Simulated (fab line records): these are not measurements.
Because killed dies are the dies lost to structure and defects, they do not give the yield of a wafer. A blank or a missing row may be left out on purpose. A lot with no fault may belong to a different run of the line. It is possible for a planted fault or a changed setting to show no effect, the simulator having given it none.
fab line records -- flow n5_finfet
[record] lots = 7, wafers = 21
route steps=1938 shown BEOL_M10@1512 BEOL_M11@1546 BEOL_M12@1608 BEOL_M13@1673
start_h: the number of hours between the record's first day and the start of the first shown wafer of the lot -- wait_h: hours since the lot's step before -- " the same as in the row above -- L1.1+2: several wafers, shown together as one row -- - no value, or no start was given -- * or withheld: withheld -- < > ~ a bound
route shown NAME@n: NAME is a module with steps in the file, n the number in the route of the first one -- usual: mean/standard deviation of fault-free wafers -- same: alike in all rows -- chamber/n: place in a boat -- sites: per-site readings -- _std_site: standard deviation across them -- _edge_site: outer sites' mean less inner sites' -- radius_mm: how far each site lies from the wafer's centre -- mask NAME#n: copy n -- behind: tool/chamber where the wafer was last shaped -- hold: why the lot was held/for how many hours/how that ended -- device: transistor that didn't switch, given as n, p or np -- end of line: tests run on the same wafers once the route is complete -- for a step that has no rows: nothing shown but its recipe -- killed: not the wafer's yield, but the dies lost to structure and defects at the first sort -- map: the dies of a wafer, with x for killed, . for not killed, _ for no die there
set.NAME: the run value of the setting; set.NAME@STEP: its run value at that earlier step -- model.NAME: the simulator's own value behind a step, which no gauge read
lots where settings were altered on purpose, with a table for each step and a row for each wafer
[[steps]]
[step N5_BEOL_M10_TRENCH_ETCH_37]
[recipe] chemistry = C4F6/O2, target_depth_a = 1488.3, target = SiCOH_lowk, time_s = 48, ion_energy_ev = 250, pressure_mtorr = 30, source_w = 345, bias_w = 185, Ar_flow_sccm = 300, C4F6_flow_sccm = 10, O2_flow_sccm = 10
lot.wafer,tool,chamber,start_h,wait_h,set.time_s,model.BEOL_M10.feature_depth_nm,model.etch.depth_nm,model.TiN_of_BEOL_M10_HM_DEP_02.thk_nm
L076.1,rie_diel-01,0,-,-,48,144.4,144.4,15.8
L076.3,rie_diel-01,3,-,-,48,147.4,147.3,15.6
L076.4,rie_diel-01,1,-,-,48,148.6,148.7,16
L086.2,rie_diel-01,3,-,-,48,148.6,148.6,15.6
L086.3,rie_diel-01,1,-,-,48,151.2,151.3,15.6
L086.4,rie_diel-01,1,-,-,57.96,181.6,181.5,14.8
L087.1,rie_diel-06,0,-,-,56.94,173.6,173.6,15.6
L087.2,rie_diel-06,1,-,-,56.94,178.8,178.9,15.4
L087.6,rie_diel-06,0,-,-,48,145.8,145.7,16.2
L089.1,rie_diel-01,2,-,-,40.94,123.8,123.7,16.4
L089.4,rie_diel-01,0,-,-,40.94,123,122.9,16.8
L089.5,rie_diel-01,1,-,-,48,151.4,151.3,16
L092.2,rie_diel-01,1,-,-,48,152,152,15.8
L092.3,rie_diel-01,2,-,-,48,146.4,146.5,15.6
L092.4,rie_diel-01,2,-,-,48,145.6,145.5,16
L090.2,rie_diel-01,2,-,-,43.83,133,133.1,16.4
L090.4,rie_diel-01,1,-,-,43.83,137.2,137.3,16.6
L090.5,rie_diel-01,1,-,-,48,151.2,151.2,15.8
L094.1,rie_diel-01,2,-,-,38.98,118,118.1,16.8
L094.5,rie_diel-01,1,-,-,48,150.2,150.2,15.8
L094.6,rie_diel-01,0,-,-,48,144.2,144.2,16
[step N5_BEOL_M10_ETCH_41]
[recipe] chemistry = CH3F/O2, target = SiCN, target_depth_a = 426, taper_deg = 2, time_s = 86, ion_energy_ev = 120, mask_material = TiN, pressure_mtorr = 30, source_w = 395, bias_w = 75, Ar_flow_sccm = 150, CH3F_flow_sccm = 30, O2_flow_sccm = 20
[step N5_BEOL_M10_STRIP_77]
[recipe] chemistry = N2/H2, time_s = 10, power_w = 450, temp_c = 40, pressure_mtorr = 20, rf_frequency_hz = 6e+07, bias_power_w = 7, n2_flow_sccm = 200, h2_flow_sccm = 200
[step N5_BEOL_M10_OCD_MEAS_38]
[usual] trench_depth_nm = 147.9/2.8
lot.wafer,tool,chamber,start_h,wait_h,set.time_s@BEOL_M10_TRENCH_ETCH_37,trench_depth_nm
L076.1,ocd-02,-,259.27,-,48,144.7
L076.3,ocd-02,-,259.27,-,48,147.7
L076.4,ocd-02,-,259.27,-,48,148.8
L086.2,ocd-02,-,324.96,-,48,148.5
L086.3,ocd-02,-,324.96,-,48,151.3
L086.4,ocd-02,-,324.96,-,57.96,181.2
L087.1,ocd-02,-,325.61,-,56.94,173.2
L087.2,ocd-02,-,325.61,-,56.94,179.0
L087.6,ocd-02,-,325.61,-,48,145.3
L089.1,ocd-02,-,334.43,-,40.94,123.5
L089.4,ocd-02,-,334.43,-,40.94,122.8
L089.5,ocd-02,-,334.43,-,48,151.5
L092.2,ocd-01,-,337.31,-,48,152.2
L092.3,ocd-01,-,337.31,-,48,146.5
L092.4,ocd-01,-,337.31,-,48,145.9
L090.2,ocd-01,-,344.46,-,43.83,133.1
L090.4,ocd-01,-,344.46,-,43.83,137.3
L090.5,ocd-01,-,344.46,-,48,151.4
L094.1,ocd-01,-,356.71,-,38.98,118.0
L094.5,ocd-01,-,356.71,-,48,150.0
L094.6,ocd-01,-,356.71,-,48,144.1
[step N5_BEOL_M10_HM_STRIP_39]
[recipe] chemistry = peroxide_tin_strip, material = TiN, target_depth_a = 250, temp_c = 50, time_s = 158
[step N5_BEOL_M10_SRD_40]
[recipe] time_s = 30, temp_c = 23, rinse_liquid = diw, dry = ipa_marangoni
[step N5_BEOL_M10_ECD_50]
[recipe] material = Cu, target_thk_a = 3180
[step N5_BEOL_M10_ANNEAL_51]
[recipe] temp_c = 225, time_s = 90, ambient = N2
[step N5_BEOL_M10_CMP_52]
[recipe] stop_on = SiCOH_lowk, t_overpolish_s = 7, down_force_psi = 1, platen_rpm = 50, clearing_platen_down_force_psi = 1.5, clearing_platen_rpm = 50, post_cmp_clean = cu_alkaline, target_thk_nm = 140, clearing_platen_pad_velocity_m_s = 0.99484, pad_velocity_m_s = 0.99484
lot.wafer,tool,chamber,start_h,wait_h,set.time_s@BEOL_M10_TRENCH_ETCH_37,model.Cu_of_BEOL_M10_ECD_50.thk_nm
L076.3,cmp-03,2,261.32,0.2,48,138.6
L076.1,cmp-03,0,261.32,0.2,48,134.2
L076.4,cmp-03,1,261.32,0.2,48,140.2
L086.3,cmp-02,3,328.17,0.2,48,142.2
L086.4,cmp-02,1,328.17,0.2,57.96,172.2
L086.2,cmp-02,2,328.17,0.2,48,140.8
L087.2,cmp-04,2,328.90,0.3,56.94,171.4
L087.1,cmp-04,3,328.90,0.3,56.94,162.8
L087.6,cmp-04,1,328.90,0.3,48,135
L089.1,cmp-03,0,337.26,0.3,40.94,115.6
L089.4,cmp-03,1,337.26,0.3,40.94,113.2
L089.5,cmp-03,0,337.26,0.3,48,142
L092.2,cmp-02,0,340.90,0.2,48,142.8
L092.3,cmp-02,1,340.90,0.2,48,138
L092.4,cmp-02,3,340.90,0.2,48,136.2
L090.4,cmp-02,3,347.50,0.2,43.83,128.2
L090.2,cmp-02,0,347.50,0.2,43.83,124.6
L090.5,cmp-02,1,347.50,0.2,48,142
L094.1,cmp-03,0,359.32,0.3,38.98,106.6
L094.5,cmp-03,2,359.32,0.3,48,138.4
L094.6,cmp-03,3,359.32,0.3,48,133.6
[step N5_BEOL_M10_THK_MEAS_53]
[recipe] thk_meas_gauge = xrf, reads = Cu_of_BEOL_M10_ECD_50
[usual] M10_THK = 139/3.1
lot.wafer,tool,chamber,start_h,wait_h,set.time_s@BEOL_M10_TRENCH_ETCH_37,M10_THK[nm]
L076.1,film_metro-02,-,261.62,-,48,133
L076.3,film_metro-02,-,261.62,-,48,137
L076.4,film_metro-02,-,261.62,-,48,139
L086.2,film_metro-01,-,328.46,-,48,141
L086.3,film_metro-01,-,328.46,-,48,143
L086.4,film_metro-01,-,328.46,-,57.96,173
L087.1,film_metro-01,-,329.12,-,56.94,164
L087.2,film_metro-01,-,329.12,-,56.94,173
L087.6,film_metro-01,-,329.12,-,48,137
L089.1,film_metro-02,-,337.55,-,40.94,116
L089.4,film_metro-02,-,337.55,-,40.94,114
L089.5,film_metro-02,-,337.55,-,48,142
L092.2,film_metro-01,-,341.19,-,48,142
L092.3,film_metro-01,-,341.19,-,48,137
L092.4,film_metro-01,-,341.19,-,48,136
L090.2,film_metro-02,-,347.72,-,43.83,125
L090.4,film_metro-02,-,347.72,-,43.83,127
L090.5,film_metro-02,-,347.72,-,48,141
L094.1,film_metro-01,-,359.54,-,38.98,106
L094.5,film_metro-01,-,359.54,-,48,138
L094.6,film_metro-01,-,359.54,-,48,133
[step N5_BEOL_M10_PRE_CLEAN_55]
[recipe] gas = NH3, time_s = 15, temp_c = withheld, rf_power_w = 300
[step N5_BEOL_M10_DEP_56]
[recipe] material = SiCN, target_thk_a = 150, temp_c = withheld, precursor = 3MS/NH3, pressure_torr = 3, rf_w = 202, time_s = 26.5
[step N5_BEOL_M10_RS_MEAS_57]
[recipe] thk_meas_gauge = four-point-probe, reads = Cu_of_BEOL_M10_ECD_50+Co_of_BEOL_M10_CVD_75+TaN_of_BEOL_M10_ALD_74
[usual] M10_RS = 0.152/0.0037
lot.wafer,tool,chamber,start_h,wait_h,set.time_s@BEOL_M10_TRENCH_ETCH_37,M10_RS[ohm/sq]
L076.1,film_metro-01,-,261.75,0.1,48,0.158
L076.3,film_metro-01,-,261.75,0.1,48,0.152
L076.4,film_metro-01,-,261.75,0.1,48,0.151
L086.2,film_metro-01,-,328.60,0.1,48,0.150
L086.3,film_metro-01,-,328.60,0.1,48,0.148
L086.4,film_metro-01,-,328.60,0.1,57.96,0.120
L087.1,film_metro-01,-,329.26,0.1,56.94,0.128
L087.2,film_metro-01,-,329.26,0.1,56.94,0.121
L087.6,film_metro-01,-,329.26,0.1,48,0.157
L089.1,film_metro-01,-,337.69,0.1,40.94,0.187
L089.4,film_metro-01,-,337.69,0.1,40.94,0.191
L089.5,film_metro-01,-,337.69,0.1,48,0.149
L092.2,film_metro-02,-,341.33,0.1,48,0.147
L092.3,film_metro-02,-,341.33,0.1,48,0.153
L092.4,film_metro-02,-,341.33,0.1,48,0.155
L090.2,film_metro-02,-,347.85,0.1,43.83,0.172
L090.4,film_metro-02,-,347.85,0.1,43.83,0.166
L090.5,film_metro-02,-,347.85,0.1,48,0.149
L094.1,film_metro-01,-,359.67,0.1,38.98,0.205
L094.5,film_metro-01,-,359.67,0.1,48,0.153
L094.6,film_metro-01,-,359.67,0.1,48,0.159
[step N5_BEOL_M11_EXPOSE_08]
[recipe] mask_id = M11, na = 1.35, source_shape = dipole, sigma_inner = 0.411, sigma_outer = 0.611, polarization = te, dose_mj = 53.75
lot.wafer,tool,chamber,start_h,wait_h,mask,set.dose_mj
L076.1+3+4,arfi_scanner-03,0,263.19,-,M11#0,53.75
L086.2+3,arfi_scanner-03,0,331.46,-,M11#0,53.75
L086.4,arfi_scanner-03,0,331.46,-,M11#0,50.03
L087.1+2,arfi_scanner-01,0,331.65,-,M11#0,53.75
L087.6,arfi_scanner-01,0,331.65,-,M11#0,55.53
L089.1+4+5,arfi_scanner-03,0,338.82,-,M11#0,49.76
L092.2+3,arfi_scanner-03,0,344.81,-,M11#0,53.75
L092.4,arfi_scanner-03,0,344.81,-,M11#0,51.4
L090.2+4+5,arfi_scanner-02,0,350.32,-,M11#0,53.75
L094.1+5+6,arfi_scanner-03,0,361.87,-,M11#0,53.75
[step N5_BEOL_M11_PEB_09]
[recipe] peb_temp_c = withheld, peb_time_s = 60, resist = CAR-ArF
[step N5_BEOL_M11_DEVELOP_10]
[recipe] develop_time_s = 30, developer = TMAH, resist = CAR-ArF, rinse_liquid = diw, dry = air_spin, dev_temp_c = 23
[step N5_BEOL_M11_CD_MEAS_11]
[recipe] target_cd_nm = 64.1, landing_energy_ev = 500, detector = se_inlens, polarity = opening
[usual] cd_nm = 64.1/0.51
lot.wafer,tool,chamber,start_h,wait_h,set.dose_mj@BEOL_M11_EXPOSE_08,cd_nm
L076.1,cd_sem-03,0,263.31,-,53.75,63.3
L076.3,cd_sem-03,0,263.31,-,53.75,63.9
L076.4,cd_sem-03,0,263.31,-,53.75,65.2
L086.2,cd_sem-02,0,331.58,-,53.75,63.4
L086.3,cd_sem-02,0,331.58,-,53.75,63.8
L086.4,cd_sem-02,0,331.58,-,50.03,60.0
L087.1,cd_sem-03,0,331.78,-,53.75,63.2
L087.2,cd_sem-03,0,331.78,-,53.75,63.8
L087.6,cd_sem-03,0,331.78,-,55.53,65.9
L089.1,cd_sem-03,0,338.95,-,49.76,60.8
L089.4,cd_sem-03,0,338.95,-,49.76,60.4
L089.5,cd_sem-03,0,338.95,-,49.76,60.9
L092.2,cd_sem-03,0,344.94,-,53.75,64.3
L092.3,cd_sem-03,0,344.94,-,53.75,64.8
L092.4,cd_sem-03,0,344.94,-,51.4,61.7
L090.2,cd_sem-03,0,350.44,-,53.75,64.2
L090.4,cd_sem-03,0,350.44,-,53.75,64.1
L090.5,cd_sem-03,0,350.44,-,53.75,64.3
L094.1,cd_sem-01,0,362.00,-,53.75,64.2
L094.5,cd_sem-01,0,362.00,-,53.75,63.9
L094.6,cd_sem-01,0,362.00,-,53.75,64.1
[step N5_BEOL_M11_DESCUM_16]
[recipe] chemistry = O2, time_s = 7.9, source_power_w = 50, bias_power_w = 20, pressure_mtorr = 20, rf_frequency_hz = 2.712e+07, temp_c = 40, resist = CAR-ArF, o2_flow_sccm = 225
lot.wafer,tool,chamber,start_h,wait_h,set.time_s,model.CAR-ArF_of_BEOL_M11_COAT_05.thk_nm
L076.1+3,rie_diel-05,"2,0",263.40,0.0,7.9,83.8
L076.4,rie_diel-05,1,263.40,0.0,7.9,83.6
L086.2,rie_diel-04,3,331.67,0.0,7.9,83.4
L086.3,rie_diel-04,2,331.67,0.0,8.45,83.2
L086.4,rie_diel-04,0,331.67,0.0,7.9,83.8
L087.1,rie_diel-05,3,331.87,0.0,7.9,83.8
L087.2,rie_diel-05,0,331.87,0.0,8.434,83.4
L087.6,rie_diel-05,1,331.87,0.0,8.434,83.8
L089.1,rie_diel-02,1,339.04,0.0,7.9,83.4
L089.4,rie_diel-02,3,339.04,0.0,9.428,82.6
L089.5,rie_diel-02,2,339.04,0.0,7.9,83.6
L092.2+4,rie_diel-05,"0,3",345.02,0.0,7.9,83.6
L092.3,rie_diel-05,1,345.02,0.0,7.9,83.8
L090.2,rie_diel-05,1,350.66,0.2,7.9,83.6
L090.4,rie_diel-05,2,350.66,0.2,8.886,82.8
L090.5,rie_diel-05,1,350.66,0.2,7.9,83.2
L094.1+5,rie_diel-02,"1,3",362.15,0.1,6.307,84.6
L094.6,rie_diel-02,1,362.15,0.1,7.9,83.4
[step N5_BEOL_M11_ETCH_61]
[recipe] chemistry = CF4, target = SiARC, target_depth_a = 390, mask_material = CAR-ArF, time_s = 65, ion_energy_ev = 80, pressure_mtorr = 40, source_w = 545, bias_w = 36, Ar_flow_sccm = 100, cf4_flow_sccm = 100, ends = cleared
lot.wafer,tool,chamber,start_h,wait_h,set.dose_mj@BEOL_M11_EXPOSE_08,set.time_s@BEOL_M11_DESCUM_16,model.BEOL_M11.cd_offset_nm,model.CAR-ArF_of_BEOL_M11_COAT_05.thk_nm
L076.1,rie_diel-05,2,263.44,0.0,53.75,7.9,-0.4,55.8
L076.3,rie_diel-05,0,263.44,0.0,53.75,7.9,-0.6,55.6
L076.4,rie_diel-05,1,263.44,0.0,53.75,7.9,1.2,55.6
L086.2,rie_diel-04,3,331.70,0.0,53.75,7.9,-0.8,55.6
L086.3,rie_diel-04,2,331.70,0.0,53.75,8.45,0.2,55
L086.4,rie_diel-04,0,331.70,0.0,50.03,7.9,-4.2,55.8
L087.1,rie_diel-05,3,331.90,0.0,53.75,7.9,-0.6,55.8
L087.2,rie_diel-05,0,331.90,0.0,53.75,8.434,-0.4,55.6
L087.6,rie_diel-05,1,331.90,0.0,55.53,8.434,1.6,55.8
L089.1,rie_diel-02,1,339.07,0.0,49.76,7.9,-3.2,55.4
L089.4,rie_diel-02,3,339.07,0.0,49.76,9.428,-3.8,54.8
L089.5,rie_diel-02,2,339.07,0.0,49.76,7.9,-2.4,55.6
L092.2,rie_diel-05,0,345.06,0.0,53.75,7.9,0,55.6
L092.3,rie_diel-05,1,345.06,0.0,53.75,7.9,0.6,55.8
L092.4,rie_diel-05,3,345.06,0.0,51.4,7.9,-2.6,55.6
L090.2,rie_diel-05,1,350.69,0.0,53.75,7.9,0.2,55.6
L090.4,rie_diel-05,2,350.69,0.0,53.75,8.886,0.2,54.8
L090.5,rie_diel-05,1,350.69,0.0,53.75,7.9,0.2,55.4
L094.1,rie_diel-02,1,362.18,0.0,53.75,6.307,-0.2,56.6
L094.5,rie_diel-02,3,362.18,0.0,53.75,6.307,-0.6,56.6
L094.6,rie_diel-02,1,362.18,0.0,53.75,7.9,-0.4,55.4
[step N5_BEOL_M11_ETCH_62]
[recipe] chemistry = N2/H2, target = SOC, target_depth_a = 1100, overetch_a = 220, mask_material = SiARC, temp_c = 40, time_s = 165, ion_energy_ev = 200, pressure_mtorr = 30, source_w = 840, bias_w = 150, n2_flow_sccm = 200, h2_flow_sccm = 200
lot.wafer,tool,chamber,start_h,wait_h,set.dose_mj@BEOL_M11_EXPOSE_08,model.BEOL_M11.cd_offset_nm
L076.1,rie_diel-05,2,263.49,0.0,53.75,-0.6
L076.3,rie_diel-05,0,263.49,0.0,53.75,-0.8
L076.4,rie_diel-05,1,263.49,0.0,53.75,1
L086.2,rie_diel-04,3,331.75,0.0,53.75,-0.8
L086.3,rie_diel-04,2,331.75,0.0,53.75,0.2
L086.4,rie_diel-04,0,331.75,0.0,50.03,-4
L087.1+2,rie_diel-05,"3,0",331.95,0.0,53.75,-0.4
L087.6,rie_diel-05,1,331.95,0.0,55.53,1.6
L089.1,rie_diel-02,1,339.12,0.0,49.76,-3.2
L089.4,rie_diel-02,3,339.12,0.0,49.76,-3.4
L089.5,rie_diel-02,2,339.12,0.0,49.76,-2.2
L092.2,rie_diel-05,0,345.11,0.0,53.75,-0.2
L092.3,rie_diel-05,1,345.11,0.0,53.75,0.2
L092.4,rie_diel-05,3,345.11,0.0,51.4,-2.6
L090.2+5,rie_diel-05,1,350.74,0.0,53.75,-0.2
L090.4,rie_diel-05,2,350.74,0.0,53.75,0
L094.1+5+6,rie_diel-02,"1,3,1",362.23,0.0,53.75,-0.4
[step N5_BEOL_M11_STRIP_68]
[recipe] chemistry = N2/H2, temp_c = 40, n2_flow_sccm = 200, h2_flow_sccm = 200, rf_frequency_hz = 6e+07
[step N5_BEOL_M11_STRIP_67]
[recipe] chemistry = CF4, resist = SiARC, power_w = 300, bias_power_w = 75, pressure_mtorr = 50, cf4_flow_sccm = 150, rf_frequency_hz = 6e+07
[step N5_BEOL_M11_HM_OPEN_17]
[recipe] chemistry = Cl2/BCl3, target_depth_a = 200, overetch_a = 60, target = TiN, mask_material = SOC, ion_energy_ev = 150, pressure_mtorr = 10, icp_w = 1000, bias_w = 126, Cl2_flow_sccm = 53.25, bcl3_flow_sccm = 21.75, Ar_flow_sccm = 25
lot.wafer,tool,chamber,start_h,wait_h,set.dose_mj@BEOL_M11_EXPOSE_08,model.BEOL_M11.cd_offset_nm
L076.1+3,rie_metal-03,0,263.67,0.0,53.75,-0.8
L076.4,rie_metal-03,1,263.67,0.0,53.75,0.8
L086.2,rie_metal-02,0,331.94,0.0,53.75,-1
L086.3,rie_metal-02,0,331.94,0.0,53.75,0.2
L086.4,rie_metal-02,1,331.94,0.0,50.03,-4
L087.1+2,rie_metal-03,"0,1",332.20,0.1,53.75,-0.6
L087.6,rie_metal-03,1,332.20,0.1,55.53,1.4
L089.1,rie_metal-01,0,339.31,0.0,49.76,-3.2
L089.4,rie_metal-01,1,339.31,0.0,49.76,-3.4
L089.5,rie_metal-01,1,339.31,0.0,49.76,-2.2
L092.2,rie_metal-01,0,345.29,0.0,53.75,-0.2
L092.3,rie_metal-01,1,345.29,0.0,53.75,0.2
L092.4,rie_metal-01,0,345.29,0.0,51.4,-2.6
L090.2+5,rie_metal-03,1,350.93,0.0,53.75,-0.4
L090.4,rie_metal-03,0,350.93,0.0,53.75,-0.2
L094.1+6,rie_metal-01,"1,0",362.42,0.0,53.75,-0.2
L094.5,rie_metal-01,1,362.42,0.0,53.75,-0.4
[step N5_BEOL_M11_STRIP_19]
[recipe] chemistry = O2, power_w = 400, temp_c = 40, pressure_mtorr = 30, rf_frequency_hz = 6e+07, bias_power_w = 0, overash_fraction = 0.2, o2_flow_sccm = 225
[step N5_BEOL_M11_CD_MEAS_18]
[recipe] pitch_nm = 140, target_cd_nm = 70
[usual] cd_nm = 70.0/0.64
lot.wafer,tool,chamber,start_h,wait_h,set.dose_mj@BEOL_M11_EXPOSE_08,cd_nm
L076.1,cd_sem-01,-,264.02,0.0,53.75,69.3
L076.3,cd_sem-01,-,264.02,0.0,53.75,69.3
L076.4,cd_sem-01,-,264.02,0.0,53.75,71.0
L086.2,cd_sem-03,-,332.12,0.1,53.75,69.0
L086.3,cd_sem-03,-,332.12,0.1,53.75,70.0
L086.4,cd_sem-03,-,332.12,0.1,50.03,66.1
L087.1,cd_sem-03,-,332.38,0.0,53.75,69.2
L087.2,cd_sem-03,-,332.38,0.0,53.75,69.3
L087.6,cd_sem-03,-,332.38,0.0,55.53,71.4
L089.1,cd_sem-03,-,339.49,0.0,49.76,66.8
L089.4,cd_sem-03,-,339.49,0.0,49.76,67.0
L089.5,cd_sem-03,-,339.49,0.0,49.76,67.9
L092.2,cd_sem-01,-,345.48,0.1,53.75,69.7
L092.3,cd_sem-01,-,345.48,0.1,53.75,70.4
L092.4,cd_sem-01,-,345.48,0.1,51.4,67.3
L090.2,cd_sem-02,-,351.11,0.1,53.75,69.5
L090.4,cd_sem-02,-,351.11,0.1,53.75,70.2
L090.5,cd_sem-02,-,351.11,0.1,53.75,69.4
L094.1,cd_sem-02,-,362.68,0.0,53.75,70.1
L094.5,cd_sem-02,-,362.68,0.0,53.75,69.6
L094.6,cd_sem-02,-,362.68,0.0,53.75,70.1
[step N5_BEOL_M12_EXPOSE_07]
[recipe] mask_id = V11, na = 0.93, source_shape = conventional, sigma_outer = 0.6, polarization = unpolarized, attpsm_phase_deg = 180, dose_mj = 32.5
lot.wafer,tool,chamber,start_h,wait_h,mask,set.dose_mj
L076.1+3+4,krf_scanner-01,0,272.68,-,V11#0,32.5
L086.2+3,krf_scanner-02,0,337.87,-,V11#0,33.52
L086.4,krf_scanner-02,0,337.87,-,V11#0,32.5
L087.1+2+6,krf_scanner-01,0,338.28,-,V11#0,32.5
L089.1+5,krf_scanner-02,0,345.59,-,V11#0,32.5
L089.4,krf_scanner-02,0,345.59,-,V11#0,33.88
L092.2+3,krf_scanner-02,0,350.62,-,V11#0,33.58
L092.4,krf_scanner-02,0,350.62,-,V11#0,32.5
L090.2+4+5,krf_scanner-02,0,356.45,-,V11#0,32.5
L094.1+5+6,krf_scanner-01,0,368.39,-,V11#0,32.5
[step N5_BEOL_M12_PEB_08]
[recipe] peb_temp_c = 130, peb_time_s = 90
[step N5_BEOL_M12_DEVELOP_09]
[recipe] develop_time_s = 45, rinse_liquid = diw, dry = air_spin, dev_temp_c = 21
[step N5_BEOL_M12_HARDBAKE_14]
[recipe] temp_c = 130, time_s = 120
[step N5_BEOL_M12_CD_MEAS_10]
[recipe] target_cd_nm = 140, landing_energy_ev = 500, detector = se_inlens, polarity = opening
[usual] cd_nm = 141.1/2.1
lot.wafer,tool,chamber,start_h,wait_h,set.dose_mj@BEOL_M12_EXPOSE_07,cd_nm
L076.1,cd_sem-01,0,272.85,-,32.5,138.9
L076.3,cd_sem-01,0,272.85,-,32.5,141.5
L076.4,cd_sem-01,0,272.85,-,32.5,137.3
L086.2,cd_sem-01,0,338.03,-,33.52,145.5
L086.3,cd_sem-01,0,338.03,-,33.52,147.4
L086.4,cd_sem-01,0,338.03,-,32.5,141.8
L087.1,cd_sem-03,0,338.45,-,32.5,140.2
L087.2,cd_sem-03,0,338.45,-,32.5,139.2
L087.6,cd_sem-03,0,338.45,-,32.5,139.5
L089.1,cd_sem-02,0,345.76,-,32.5,141.0
L089.4,cd_sem-02,0,345.76,-,33.88,148.7
L089.5,cd_sem-02,0,345.76,-,32.5,142.8
L092.2,cd_sem-02,0,350.79,-,33.58,145.3
L092.3,cd_sem-02,0,350.79,-,33.58,146.9
L092.4,cd_sem-02,0,350.79,-,32.5,141.1
L090.2,cd_sem-03,0,356.61,-,32.5,144.6
L090.4,cd_sem-03,0,356.61,-,32.5,142.7
L090.5,cd_sem-03,0,356.61,-,32.5,143.2
L094.1,cd_sem-02,0,368.56,-,32.5,141.9
L094.5,cd_sem-02,0,368.56,-,32.5,139.8
L094.6,cd_sem-02,0,368.56,-,32.5,141.7
[step N5_BEOL_M13_ETCH_59]
[recipe] chemistry = N2/H2, target = BARC, target_depth_a = 890, overetch_a = 267, time_s = 67.9, ion_energy_ev = 200, pressure_mtorr = 30, source_w = 840, bias_w = 150, n2_flow_sccm = 200, h2_flow_sccm = 200
lot.wafer,tool,chamber,start_h,wait_h,set.time_s,model.coat_of_BEOL_M13_COAT_04.thk_nm
L076.1+3,rie_diel-05,"2,3",280.73,0.0,67.9,317.6
L076.4,rie_diel-05,2,280.73,0.0,67.9,316.8
L086.2,rie_diel-04,1,342.74,0.0,56.04,327.2
L086.3,rie_diel-04,0,342.74,0.0,56.04,327.4
L086.4,rie_diel-04,3,342.74,0.0,56.04,328.2
L087.1,rie_diel-02,0,343.07,0.0,67.9,319
L087.2,rie_diel-02,1,343.07,0.0,67.9,316.2
L087.6,rie_diel-02,0,343.07,0.0,67.9,318.2
L089.1,rie_diel-05,1,352.53,0.0,67.9,321
L089.4,rie_diel-05,2,352.53,0.0,81.39,305.6
L089.5,rie_diel-05,2,352.53,0.0,67.9,317
L092.2,rie_diel-04,1,357.18,0.0,63.63,324
L092.3,rie_diel-04,2,357.18,0.0,67.9,318.6
L092.4,rie_diel-04,2,357.18,0.0,63.63,322.4
L090.2,rie_diel-04,3,360.78,0.0,67.9,318.2
L090.4,rie_diel-04,1,360.78,0.0,67.9,316.6
L090.5,rie_diel-04,2,360.78,0.0,67.9,316.8
L094.1,rie_diel-05,0,373.64,0.0,67.9,318.2
L094.5,rie_diel-05,1,373.64,0.0,67.9,321.8
L094.6,rie_diel-05,2,373.64,0.0,67.9,319.6
[[key]]
[split] step = N5_BEOL_M10_TRENCH_ETCH_37, setting = time_s, stated = 48, by = wafer
[response] step = N5_BEOL_M10_TRENCH_ETCH_37, reading = model.BEOL_M10.feature_depth_nm, change = +1.63, per = 1%, r = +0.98
[response] step = N5_BEOL_M10_TRENCH_ETCH_37, reading = model.etch.depth_nm, change = +1.63, per = 1%, r = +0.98
[response] step = N5_BEOL_M10_TRENCH_ETCH_37, reading = model.TiN_of_BEOL_M10_HM_DEP_02.thk_nm, change = -0.0432, per = 1%, r = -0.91
[response] step = N5_BEOL_M10_OCD_MEAS_38, reading = trench_depth_nm, change = +1.64, per = 1%, r = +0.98
[response] step = N5_BEOL_M10_CMP_52, reading = model.Cu_of_BEOL_M10_ECD_50.thk_nm, change = +1.64, per = 1%, r = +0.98
[response] step = N5_BEOL_M10_THK_MEAS_53, reading = M10_THK, change = +1.63, per = 1%, r = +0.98
[response] step = N5_BEOL_M10_RS_MEAS_57, reading = M10_RS, change = -0.00203, per = 1%, r = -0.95
[split] step = N5_BEOL_M11_EXPOSE_08, setting = dose_mj, stated = 53.75, by = wafer
[response] step = N5_BEOL_M11_CD_MEAS_11, reading = cd_nm, change = +0.585, per = 1%, r = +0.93
[response] step = N5_BEOL_M11_ETCH_61, reading = model.BEOL_M11.cd_offset_nm, change = +0.598, per = 1%, r = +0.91
[response] step = N5_BEOL_M11_ETCH_62, reading = model.BEOL_M11.cd_offset_nm, change = +0.559, per = 1%, r = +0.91
[response] step = N5_BEOL_M11_HM_OPEN_17, reading = model.BEOL_M11.cd_offset_nm, change = +0.55, per = 1%, r = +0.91
[response] step = N5_BEOL_M11_CD_MEAS_18, reading = cd_nm, change = +0.547, per = 1%, r = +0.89
[split] step = N5_BEOL_M11_DESCUM_16, setting = time_s, stated = 7.9, by = wafer
[response] step = N5_BEOL_M11_DESCUM_16, reading = model.CAR-ArF_of_BEOL_M11_COAT_05.thk_nm, change = -0.0516, per = 1%, r = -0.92
[response] step = N5_BEOL_M11_ETCH_61, reading = model.CAR-ArF_of_BEOL_M11_COAT_05.thk_nm, change = -0.0505, per = 1%, r = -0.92
[split] step = N5_BEOL_M12_EXPOSE_07, setting = dose_mj, stated = 32.5, by = wafer
[response] step = N5_BEOL_M12_CD_MEAS_10, reading = cd_nm, change = +1.55, per = 1%, r = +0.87
[split] step = N5_BEOL_M13_ETCH_59, setting = time_s, stated = 67.9, by = wafer
[response] step = N5_BEOL_M13_ETCH_59, reading = model.coat_of_BEOL_M13_COAT_04.thk_nm, change = -0.68, per = 1%, r = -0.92
